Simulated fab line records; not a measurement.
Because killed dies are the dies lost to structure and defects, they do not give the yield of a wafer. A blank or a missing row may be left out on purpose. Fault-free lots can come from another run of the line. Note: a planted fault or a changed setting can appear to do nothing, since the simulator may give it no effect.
Matching of chambers | flow n5_finfet | N5_FIN_SAQP_SPACER2_ALD_28 on ald_sin-02: 3 sister chambers
The step deposits SiO2, target thk 8.1 nm, pulse time 1 s, purge time 2 s. 3 wafers are shown with their chamber, then 6 later ones without.

WAFERS, EACH WITH ITS CHAMBER
wafer  | chamber | heater_power_w (W)
L086.3 | 0       | 388
L086.4 | 3       | 472
L087.2 | 1       | 476

WAFERS WITH NO CHAMBER GIVEN
wafer  | heater_power_w (W)
L087.3 | 396
L087.5 | 382
L095.2 | 469
L096.1 | 474
L096.3 | 466
L096.4 | 385

WHICH CHAMBER EACH WENT THROUGH
wafer  | from the rows above     | in truth
L087.3 | 0                       | 0
L087.5 | 0                       | 0
L095.2 | can't be placed: 3 or 1 | 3
L096.1 | can't be placed: 1 or 3 | 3
L096.3 | can't be placed: 3 or 1 | 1
L096.4 | 0                       | 0
Correctly placed: 3 of 6. From these rows, 3 cannot be placed; in 3 the true chamber is one of the candidates. Wrongly placed: 0.
How it was worked out, from the rows above alone: a wafer's distance from a chamber is the root of the sum, over the readings, of the square of ((its reading less the chamber's mean) divided by the reading's scatter). If the next closest chamber is less than 2 further off than the closest, the wafer can't be placed; otherwise it belongs to the closest. For every chamber, the mean is computed from those of its wafers that are shown. The scatter (one wafer shown for each chamber): square how far every hidden wafer sits from the nearest shown wafer, average those squares and take the square root.
